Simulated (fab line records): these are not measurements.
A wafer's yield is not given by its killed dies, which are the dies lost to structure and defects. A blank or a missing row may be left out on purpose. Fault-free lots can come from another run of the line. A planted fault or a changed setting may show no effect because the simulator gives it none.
fab line records | flow n5Finfet
[record] lots = 13 wafers = 36 lastDay = 17
route steps=1938 shown BEOL_M5@1112 PASSIVATION@1936
lots that met no fault: from a run of the same line without faults
startH: the number of hours between the record's first day and the start of the first shown wafer of the lot | waitH: hours since the lot's step before | " as in the row above | L1.1+2: several wafers, shown together as one row | - either no value or no given start | * or withheld: withheld | < > ~ a bound
route shown NAME@n: names a module that has steps shown in the file, with the first one's number in the route | usual: average and standard deviation across the fault-free wafers | same: alike in all rows | chamber/n: place in a boat | sites: per-site readings | _std_site: their standard deviation | _edge_site: the outer-site mean with the inner-site mean subtracted | radiusMm: for every site, how far away it sits from the centre of the wafer | mask NAME#n: copy n | behind: the tool/chamber that last shaped the wafer | hold: the reason the lot was held/the length of the hold in hours/how it ended | device: transistor that didn't switch, given as n, p or np | end of line: the same wafers' tests at the end of the route | where a step has no rows: the recipe by itself | killed: dies lost to structure and defects at the first sort, not the wafer's yield | map: dies across one wafer; x = killed, . = not, _ = none there
set.NAME: the setting as run; set.NAME@STEP: as run at that earlier step | model.NAME: the simulator's own value behind a step, which no gauge read
the route's steps for a sample of lots (tables are steps, rows are wafers)
services: the hour from which a tool's chamber was out of use, counted from the record's first day as startH (under 0 if before that day), plus the number of hours and why
[[steps]]
[step N5_BEOL_M5_ILD_DEP_00]
[recipe] material = SiCOH_lowk targetThkA = 1406.4 tempC = 300 precursor = DEMS/porogen pressureTorr = 5 rfW = 500 timeS = 25.9
[usual] heaterPowerW = 322/54 showerheadPlenumPTorr = 5.730/0.014 throttleValvePct = 14.1/1
// columns lot.wafer tool chamber startH waitH heaterPowerW showerheadPlenumPTorr throttleValvePct
L536.2 pecvd-01 1 157.81 0.7 272 5.732 15.4
L536.3 " 1 " " 283 5.759 15.3
L538.2 pecvd-04 1 164.07 0.7 370 5.746 16.1
L538.6 " 0 " " 248 5.713 13.9
L539.2 pecvd-04 1 180.85 0.7 356 5.742 16.1
L539.5 " 1 " " 358 5.754 16.0
L539.6 " 2 " " 287 5.735 13.0
L543.4 pecvd-03 0 205.71 0.4 398 5.739 14.3
L543.6 " 2 " " 294 5.720 13.7
L547.2 pecvd-01 1 223.22 0.7 247 5.722 15.4
L547.3 " 2 " " 226 5.746 12.6
L547.6 " 0 " " 367 5.743 14.1
L548.1 pecvd-04 0 230.25 0.8 269 5.701 13.9
L548.2 " 1 " " 338 5.757 16.1
L548.4 " 1 " " 349 5.747 16.0
L550.1 pecvd-03 1 246.67 0.8 349 5.733 14.3
L550.2 " 2 " " 285 5.721 13.5
L550.4 " 0 " " 389 5.744 14.5
L553.1 pecvd-04 1 254.77 0.8 350 5.735 15.9
L553.3 " 1 " " 360 5.739 15.9
L553.4 " 2 " " 317 5.746 12.8
L555.1 pecvd-03 0 269.90 0.8 410 5.725 14.3
L555.5 " 0 " " 406 5.734 14.3
L555.6 " 2 " " 281 5.727 13.8
L556.2 pecvd-03 1 274.30 0.7 371 5.734 14.4
L556.3 " 0 " " 361 5.717 14.4
L556.5 " 0 " " 367 5.747 14.5
L557.1 pecvd-03 2 281.95 0.8 292 5.713 13.4
L557.2 " 1 " " 343 5.728 14.3
L557.4 " 2 " " 286 5.729 13.5
L558.2 pecvd-04 0 296.47 0.7 250 5.704 14.3
L558.3 " 1 " " 390 5.755 15.9
L558.4 " 2 " " 305 5.734 12.6
L559.2 pecvd-04 0 298.81 0.7 286 5.715 14.4
L559.3 " 2 " " 313 5.729 12.6
L559.6 " 1 " " 371 5.752 15.9
[step N5_BEOL_M5_EXPOSE_25]
[recipe] maskId = V4 na = 0.33 sourceShape = quasar sigmaInner = 0.2 sigmaOuter = 0.6 polarization = unpolarized defocusNm = 10 doseMj = 52.75
[usual] exposureDoseMJCm2 = 52.72/0.048
[same] na = 0.33 sigmaInner = 0.2 sigmaOuter = 0.6
// columns lot.wafer tool chamber startH waitH mask exposureDoseMJCm2
L536.2 euvScanner-02 0 161.57 - V4#0 52.65
L536.3 " 0 " " V4#0 52.70
L538.2 euvScanner-02 0 167.42 - V4#0 52.71
L538.6 " 0 " " V4#0 52.67
L539.2 euvScanner-02 0 182.79 - V4#0 52.71
L539.5 " 0 " " V4#0 52.69
L539.6 " 0 " " V4#0 52.70
L543.4 euvScanner-01 0 207.58 - V4#0 52.73
L543.6 " 0 " " V4#0 52.74
L547.2 euvScanner-01 0 225.73 - V4#0 52.63
L547.3 " 0 " " V4#0 52.67
L547.6 " 0 " " V4#0 52.66
L548.1 euvScanner-01 0 236.58 - V4#0 52.64
L548.2 " 0 " " V4#0 52.66
L548.4 " 0 " " V4#0 52.79
L550.1 euvScanner-02 0 250.70 - V4#0 52.74
L550.2 " 0 " " V4#0 52.74
L550.4 " 0 " " V4#0 52.76
L553.1 euvScanner-01 0 259.20 - V4#0 52.80
L553.3 " 0 " " V4#0 52.78
L553.4 " 0 " " V4#0 52.69
L555.1 euvScanner-02 0 272.73 - V4#0 52.72
L555.5 " 0 " " V4#0 52.65
L555.6 " 0 " " V4#0 52.66
L556.2 euvScanner-02 0 276.56 - V4#0 52.64
L556.3 " 0 " " V4#0 52.74
L556.5 " 0 " " V4#0 52.78
L557.1 euvScanner-01 0 284.87 - V4#0 55.43
L557.2 " 0 " " V4#0 55.39
L557.4 " 0 " " V4#0 55.36
L558.2 euvScanner-01 0 299.35 - V4#0 54.85
L558.3 " 0 " " V4#0 54.88
L558.4 " 0 " " V4#0 54.84
L559.2 euvScanner-02 0 313.57 - V4#0 52.75
L559.3 " 0 " " V4#0 52.74
L559.6 " 0 " " V4#0 52.69
[step N5_BEOL_M5_CD_MEAS_28]
[recipe] targetCdNm = 30.6 landingEnergyEv = 500 detector = seInlens targetCdYNm = 20 polarity = opening
[usual] cdNm = 30.59/0.23
// columns lot.wafer tool chamber startH waitH cdNm
L536.2 cdSem-03 0 161.70 - 30.69
L536.3 " 0 " " 30.70
L538.2 cdSem-01 0 167.55 - 30.50
L538.6 " 0 " " 31.01
L539.2 cdSem-01 0 182.92 - 30.96
L539.5 " 0 " " 31.07
L539.6 " 0 " " 30.83
L543.4 cdSem-03 0 207.70 - 30.37
L543.6 " 0 " " 30.10
L547.2 cdSem-02 0 225.87 - 30.48
L547.3 " 0 " " 30.81
L547.6 " 0 " " 30.42
L548.1 cdSem-01 0 236.72 - 30.07
L548.2 " 0 " " 30.61
L548.4 " 0 " " 30.73
L550.1 cdSem-01 0 250.84 - 30.97
L550.2 " 0 " " 30.73
L550.4 " 0 " " 30.89
L553.1 cdSem-01 0 259.34 - 30.52
L553.3 " 0 " " 30.40
L553.4 " 0 " " 30.76
L555.1 cdSem-03 0 272.87 - 30.98
L555.5 " 0 " " 30.18
L555.6 " 0 " " 30.61
L556.2 cdSem-03 0 276.69 - 30.47
L556.3 " 0 " " 30.84
L556.5 " 0 " " 30.72
L557.1 cdSem-03 0 285.01 - 31.38
L557.2 " 0 " " 31.59
L557.4 " 0 " " 31.63
L558.2 cdSem-01 0 299.48 - 31.86
L558.3 " 0 " " 31.65
L558.4 " 0 " " 31.29
L559.2 cdSem-02 0 313.70 - 29.98
L559.3 " 0 " " 30.39
L559.6 " 0 " " 30.56
[step N5_BEOL_M5_OVL_MEAS_29]
[recipe] pointsPerWafer = 522
[usual] V4_OVL = -0.2/0.72
// columns lot.wafer tool chamber startH waitH V4_OVL[nm]
L536.2 overlay-01 0 161.74 0.0 -0.6
L536.3 " 0 " " -0.5
L538.2 overlay-01 0 167.59 0.0 -0.8
L538.6 " 0 " " -2.1
L539.2 overlay-02 0 182.95 0.0 -0.5
L539.5 " 0 " " -1.2
L539.6 " 0 " " 0.2
L543.4 overlay-01 0 207.74 0.0 -0.3
L543.6 " 0 " " -0.6
L547.2 overlay-01 0 225.90 0.0 -0.2
L547.3 " 0 " " 0.1
L547.6 " 0 " " -0.1
L548.1 overlay-02 0 236.75 0.0 -0.7
L548.2 " 0 " " 0.6
L548.4 " 0 " " 0.6
L550.1 overlay-01 0 250.87 0.0 0.4
L550.2 " 0 " " -0.1
L550.4 " 0 " " 0.5
L553.1 overlay-02 0 259.37 0.0 1.1
L553.3 " 0 " " 0.5
L553.4 " 0 " " 0.5
L555.1 overlay-02 0 272.90 0.0 0.5
L555.5 " 0 " " -0.1
L555.6 " 0 " " 1.3
L556.2 overlay-01 0 276.73 0.0 0.2
L556.3 " 0 " " 0.2
L556.5 " 0 " " -0.8
L557.1 overlay-01 0 285.04 0.0 -0.2
L557.2 " 0 " " 0.4
L557.4 " 0 " " 0.5
L558.2 overlay-01 0 299.51 0.0 1.0
L558.3 " 0 " " 0.7
L558.4 " 0 " " -0.4
L559.2 overlay-02 0 313.73 0.0 1.9
L559.3 " 0 " " 0.7
L559.6 " 0 " " 0.2
[step N5_BEOL_M5_DESCUM_33]
[recipe] chemistry = O2 timeS = 7 sourcePowerW = 50 biasPowerW = 20 pressureMtorr = 20 rfFrequencyHz = 2.712e+07 tempC = 40 resist = CAR-EUV o2FlowSccm = 225
[usual] drypumpMotorCurrentA = 5.7/0.52 oesProductAu = 0.79/0.081 rfVppV = 243.0/1.7 showerheadPlenumPTorr = 2.09/0.089 throttleValvePct = 20.39/0.2
// columns lot.wafer tool chamber startH waitH drypumpMotorCurrentA oesProductAu rfHoursCounterH rfVppV showerheadPlenumPTorr throttleValvePct
L536.2 rieDiel-01 0 162.11 0.3 4.9 0.86 54 243.4 2.12 20.49
L536.3 " 2 " " 5.0 0.70 228 242.1 2.05 20.82
L538.2 rieDiel-03 2 167.90 0.3 5.0 0.77 154 242.0 2.02 20.41
L538.6 " 1 " " 6.1 0.90 - 241.9 2.04 20.25
L539.2 rieDiel-05 1 183.04 0.0 6.1 0.83 60 245.1 2.21 20.15
L539.5 " 2 " " 6.7 0.81 - 245.2 2.20 19.99
L539.6 " 1 " " 6.1 0.83 - 245.4 2.21 20.16
L543.4 rieDiel-05 0 207.81 0.0 5.6 0.76 127 240.5 1.95 20.55
L543.6 " 3 " " 5.8 0.69 - 242.9 2.18 20.30
L547.2 rieDiel-05 3 225.99 0.0 5.8 0.69 223 243.6 2.18 20.31
L547.3 " 1 " " 6.1 0.81 73 244.7 2.20 20.15
L547.6 " 0 " " 5.6 0.75 - 240.2 1.95 20.55
L548.1 rieDiel-01 0 236.85 0.0 4.9 0.83 79 242.8 2.11 20.53
L548.2 " 3 " " 5.3 0.68 221 240.9 1.98 20.45
L548.4 " 3 " " 5.4 0.68 - 240.9 1.98 20.43
L550.1 rieDiel-01 1 251.15 0.2 5.8 0.82 65 245.1 2.13 20.55
L550.2 " 3 " " 5.3 0.67 226 241.6 1.98 20.43
L550.4 " 2 " " 5.0 1.00 2 243.5 2.04 20.46
L553.1 rieDiel-01 0 259.46 0.0 4.9 0.83 86 242.2 2.11 20.53
L553.3 " 3 " " 5.4 0.67 228 241.0 1.98 20.43
L553.4 " 1 " " 5.8 0.82 67 242.6 2.13 20.57
L555.1 rieDiel-03 2 272.99 0.0 5.1 0.74 188 243.2 2.01 20.45
L555.5 " 0 " " 5.9 0.70 - 242.0 2.09 20.70
L555.6 " 3 " " 5.4 0.98 - 244.5 2.16 20.16
L556.2 rieDiel-01 3 277.38 0.6 5.3 0.67 234 240.7 1.98 20.44
L556.3 " 1 " " 5.8 0.83 73 243.7 2.13 20.59
L556.5 " 2 " " 5.0 0.97 - 243.8 2.04 20.47
L557.1 rieDiel-05 0 285.20 0.1 5.6 0.74 151 240.4 1.94 20.58
L557.2 " 3 " " 5.8 0.67 243 244.4 2.17 20.34
L557.4 " 1 " " 6.1 0.79 90 243.5 2.20 20.18
L558.2 rieDiel-01 1 299.60 0.0 5.8 0.80 81 245.0 2.13 20.57
L558.3 " 2 " " 5.0 0.94 17 242.9 2.04 20.47
L558.4 " 3 " " 5.3 0.66 241 241.1 1.97 20.45
L559.2 rieDiel-03 3 313.82 0.0 5.4 0.93 16 244.0 2.16 20.18
L559.3 " 0 " " 6.0 0.70 204 242.9 2.08 20.71
L559.6 " 1 " " 6.1 0.84 - 242.0 2.02 20.33
[step N5_PASSIVATION_PROBE_49]
[usual] defectLimitedYield = 91.5/1.5 killed_at_M0_to_M3 = 32/9.4 killed_at_M4_up = 12/5.1 killedAtContacts = 11/7.4 killedAtFrontEnd = 41/11 killedAtOther = 3.4/2.5 killedDies = 100/17 killedOpen = 65/14 killedShort = 33/7 sort_bin_5_function = 4.9/0.96 sort_bin_6_memory = 3.1/0.7 sort_bin_8_speed = 0.00/0.01 sortNPass = 1080/17 sortYieldPct = 91.5/1.5
[same] grossDies = 1180 killedAtBackSide = 0 sort_bin_4_leakage[%] = 0
// columns lot.wafer tool chamber startH waitH defectLimitedYield[%] killed_at_M0_to_M3 killed_at_M4_up killedAtContacts killedAtFrontEnd killedAtOther killedDies killedOpen killedShort sort_bin_5_function[%] sort_bin_6_memory[%] sort_bin_8_speed[%] sortNPass sortYieldPct[%]
L543.4 prober-02 - 297.76 0.2 89.3 35 25 13 46 7 126 81 45 7.4 3.1 0 1054 89.3
L543.6 prober-02 - 297.86 0.3 92.0 25 12 8 44 5 94 62 24 4.2 3.0 0 1086 92.0
L548.1 prober-01 - 327.45 0.0 91.5 21 20 8 45 6 100 61 38 5.5 2.5 0 1080 91.5
L548.2 prober-01 - 327.50 0.1 91.4 36 8 5 48 4 101 64 35 4.7 3.2 0 1079 91.4
L548.4 prober-01 - 327.60 0.2 92.4 22 9 16 41 2 90 62 28 4.8 2.5 0 1090 92.4
L550.1 prober-02 - 339.74 0.0 91.7 40 15 6 30 7 98 67 30 5.1 2.9 0 1082 91.7
L550.2 prober-02 - 339.79 0.1 91.5 26 15 7 51 1 100 65 35 6.0 2.3 0 1080 91.5
L550.4 prober-02 - 339.89 0.2 91.4 28 8 14 51 1 102 68 33 4.9 3.4 0 1078 91.4
L553.1 prober-02 - 350.99 0.0 91.8 50 12 4 27 4 97 57 34 5.1 2.4 0 1083 91.8
L553.3 prober-02 - 351.09 0.1 92.2 32 17 11 24 8 92 59 31 3.9 3.9 0 1088 92.2
L553.4 prober-02 - 351.14 0.2 91.8 44 11 7 31 4 97 60 30 4.5 2.9 0 1083 91.8
L555.1 prober-02 - 355.34 0.0 90.1 53 11 2 45 6 117 77 40 5.1 4.6 0 1063 90.1
L555.5 prober-02 - 355.54 0.2 91.6 33 21 10 28 7 99 71 28 5.1 3.1 0 1081 91.6
L555.6 prober-02 - 355.59 0.3 92.3 41 17 4 26 3 91 58 33 4.6 2.6 0 1089 92.3
L556.2 prober-01 - 359.84 0.1 93.0 19 2 8 49 5 83 51 32 3.6 3.0 0 1097 93.0
L556.3 prober-01 - 359.89 0.1 92.4 38 6 10 34 2 90 62 26 4.7 2.5 0 1090 92.4
L556.5 prober-01 - 359.99 0.2 93.9 31 4 5 31 1 72 47 25 3.3 2.7 0 1108 93.9
// killed by level:class
L543.4 FIN_SAQP:geometricParticle:short=13 STI_FIN_REVEAL:geometricParticle:open=13 BEOL_M4:geometricParticle:open=13 MOL_CONTACT_COAG:geometricParticle:open=10 BEOL_M0_SAQP:geometricParticle:short=8 BEOL_M3:geometricParticle:open=7 BEOL_M1:geometricParticle:open=6 FIN_SAQP:geometricParticle:open=5
L543.6 BEOL_M3:geometricParticle:open=13 MOL_CONTACT_COAG:geometricParticle:open=8 FIN_SAQP:geometricParticle:short=5 FIN_SAQP:geometricParticle:open=5 HKMG_FIN:areaEtch=5 SPACER0:geometricParticle:short=4 BEOL_M4:geometricParticle:open=4 STI_FIN_REVEAL:geometricParticle:open=3
L548.1 FIN_SAQP:geometricParticle:open=10 STI_FIN_REVEAL:geometricParticle:open=10 FIN_SAQP:geometricParticle:short=9 BEOL_M4:geometricParticle:open=8 MOL_CONTACT_COAG:geometricParticle:open=6 BEOL_M0_SAQP:geometricParticle:open=4 BEOL_M3:geometricParticle:open=4 BEOL_M4:geometricParticle:short=4
L548.2 FIN_SAQP:geometricParticle:open=12 STI_FIN_REVEAL:geometricParticle:open=11 FIN_SAQP:geometricParticle:short=9 BEOL_M2:geometricParticle:open=9 BEOL_M3:geometricParticle:open=6 BEOL_M0_SAQP:geometricParticle:short=5 GATE_CUT:geometricParticle:short=4 DUMMY_GATE:geometricParticle:open=3
L548.4 MOL_CONTACT_COAG:geometricParticle:open=12 STI_FIN_REVEAL:geometricParticle:open=11 FIN_SAQP:geometricParticle:open=7 BEOL_M0_SAQP:geometricParticle:open=6 DUMMY_GATE:geometricParticle:open=5 FIN_SAQP:geometricParticle:short=4 ILD0:geometricParticle:short=4 MOL_CONTACT_COAG:geometricParticle:short=4
L550.1 BEOL_M0_SAQP:geometricParticle:short=12 BEOL_M0_SAQP:geometricParticle:open=12 BEOL_M1:geometricParticle:open=7 BEOL_M4:geometricParticle:open=6 PASS1_DEP:geometricParticle:open=6 DUMMY_GATE:geometricParticle:open=5 MOL_CONTACT_COAG:geometricParticle:open=5 BEOL_M3:geometricParticle:open=5
L550.2 STI_FIN_REVEAL:geometricParticle:open=14 FIN_SAQP:geometricParticle:short=12 BEOL_M0_SAQP:geometricParticle:short=8 BEOL_M0_SAQP:geometricParticle:open=8 FIN_SAQP:geometricParticle:open=7 MOL_CONTACT_COAG:geometricParticle:open=5 DUMMY_GATE:geometricParticle:open=4 GATE_CUT:geometricParticle:open=4
L550.4 FIN_SAQP:geometricParticle:open=15 MOL_CONTACT_COAG:geometricParticle:open=13 FIN_SAQP:geometricParticle:short=10 BEOL_M0_SAQP:geometricParticle:open=9 STI_FIN_REVEAL:geometricParticle:open=4 DUMMY_GATE:geometricParticle:open=4 BEOL_M2:geometricParticle:open=4 BEOL_M0_SAQP:geometricParticle:short=3
L553.1 BEOL_M0_SAQP:geometricParticle:short=15 BEOL_M0_SAQP:geometricParticle:open=11 BEOL_M4:geometricParticle:open=7 BEOL_M1:geometricParticle:open=6 HKMG_FIN:areaEtch=6 STI_FIN_REVEAL:geometricParticle:open=5 BEOL_M3:geometricParticle:open=5 MOL_CONTACT_COAG:geometricParticle:open=4
L553.3 BEOL_M0_SAQP:geometricParticle:open=12 BEOL_M3:geometricParticle:open=11 FIN_SAQP:geometricParticle:short=7 MOL_CONTACT_COAG:geometricParticle:open=7 PAD_METAL:geometricParticle:short=7 FIN_SAQP:geometricParticle:open=6 BEOL_M5:geometricParticle:open=5 MOL_CONTACT_COAG:geometricParticle:short=4
L553.4 BEOL_M1:geometricParticle:open=16 FIN_SAQP:geometricParticle:short=8 BEOL_M3:geometricParticle:open=8 MOL_CONTACT_COAG:geometricParticle:open=6 BEOL_M0_SAQP:geometricParticle:open=6 HKMG_FIN:areaEtch=6 FIN_SAQP:geometricParticle:open=5 BEOL_M0_SAQP:geometricParticle:short=5
L555.1 BEOL_M0_SAQP:geometricParticle:short=18 BEOL_M0_SAQP:geometricParticle:open=14 FIN_SAQP:geometricParticle:open=11 STI_FIN_REVEAL:geometricParticle:open=9 BEOL_M3:geometricParticle:open=7 BEOL_M1:geometricParticle:open=6 BEOL_M2:geometricParticle:open=6 FIN_SAQP:geometricParticle:short=5
L555.5 MOL_CONTACT_COAG:geometricParticle:open=9 BEOL_M4:geometricParticle:open=8 BEOL_M1:geometricParticle:open=7 BEOL_M3:geometricParticle:open=7 BEOL_M0_SAQP:geometricParticle:open=6 FIN_SAQP:geometricParticle:short=4 FIN_SAQP:geometricParticle:open=4 DUMMY_GATE:geometricParticle:open=4
L555.6 BEOL_M0_SAQP:geometricParticle:open=12 BEOL_M1:geometricParticle:open=9 BEOL_M3:geometricParticle:open=6 BEOL_M4:geometricParticle:open=6 FIN_SAQP:geometricParticle:short=5 FIN_SAQP:geometricParticle:open=5 MOL_CONTACT_COAG:geometricParticle:open=4 BEOL_M0_SAQP:geometricParticle:short=4
L556.2 STI_FIN_REVEAL:geometricParticle:open=9 GATE_CUT:geometricParticle:short=9 MOL_CONTACT_COAG:geometricParticle:open=8 BEOL_M2:geometricParticle:open=7 FIN_SAQP:geometricParticle:open=6 BEOL_M0_SAQP:geometricParticle:short=6 BEOL_M0_SAQP:geometricParticle:open=5 FIN_SAQP:geometricParticle:short=4
L556.3 BEOL_M2:geometricParticle:open=15 STI_FIN_REVEAL:geometricParticle:open=8 MOL_CONTACT_COAG:geometricParticle:open=6 BEOL_M1:geometricParticle:open=5 BEOL_M1:geometricParticle:short=5 FIN_SAQP:geometricParticle:short=4 SPACER0:geometricParticle:open=4 GATE_CUT:geometricParticle:short=4
L556.5 FIN_SAQP:geometricParticle:open=8 BEOL_M0_SAQP:geometricParticle:open=8 BEOL_M3:geometricParticle:open=7 BEOL_M2:geometricParticle:open=6 GATE_CUT:geometricParticle:short=5 MOL_CONTACT_COAG:geometricParticle:open=4 FIN_SAQP:geometricParticle:short=3 STI_FIN_REVEAL:geometricParticle:open=3
[[services]]
// columns tool chamber startH hours kind
pecvd-04 - 135.85 0.9 repair
euvScanner-01 - 136.53 4.6 pm
rieDiel-01 1 140.00 12.9 repair
pecvd-03 0 146.19 21.5 repair
pecvd-04 1 148.80 8.8 repair
pecvd-04 - 157.10 2.5 repair
euvScanner-01 - 166.24 5.8 pm
pecvd-04 - 166.30 2.6 repair
pecvd-03 - 171.75 3.1 repair
euvScanner-01 - 174.23 1.2 repair
euvScanner-02 - 179.71 1.0 pm
euvScanner-01 - 185.75 1.0 pm
pecvd-03 1 206.10 6.1 repair
rieDiel-01 3 211.88 14.8 repair
euvScanner-02 - 225.07 5.8 pm
euvScanner-02 - 235.88 1.0 pm
pecvd-04 - 238.23 0.5 repair
euvScanner-01 - 241.90 1.0 pm
pecvd-04 0 251.52 12.3 repair
euvScanner-02 - 292.01 1.0 pm
euvScanner-01 - 294.23 0.9 repair
euvScanner-01 - 298.08 1.0 pm
euvScanner-02 - 300.38 12.0 pm
euvScanner-01 - 312.38 4.6 pm
[[key]]
[firstSign] step = N5_BEOL_M5_EXPOSE_25 reading = exposureDoseMJCm2 direction = up sigmas = 50 usual = 52.72 struck = 55.13
[effect] step = N5_BEOL_M5_CD_MEAS_28 reading = cdNm direction = up sigmas = 4.2 usual = 30.59 struck = 31.57 through = controlLoop
metAt N5_BEOL_M5_EXPOSE_25
struckLots L557,L558
rowsEnd L557.1,L557.2,L557.4,L558.2,L558.3,L558.4
[loopTrim] step = N5_BEOL_M5_EXPOSE_25 setting = dose lots = L557,L558
notActingAt N5_BEOL_M5_ILD_DEP_00,N5_BEOL_M5_OVL_MEAS_29,N5_BEOL_M5_DESCUM_33
onsetBetween 259.20 284.87
[fault] kind = processParameterDrift tool = euvScanner-01 chamber = - onsetH = 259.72 steps = N5_BEOL_M5_EXPOSE_25 channel = doseMj offset = 4.2006 shape = step actsIn = theseRecipesOnly stated = 52.75
// rowsEnd: these wafers met a further fault down the route, and their rows from its step on are left out
// loopTrim: a control loop set the setting to another value than it would have without faults
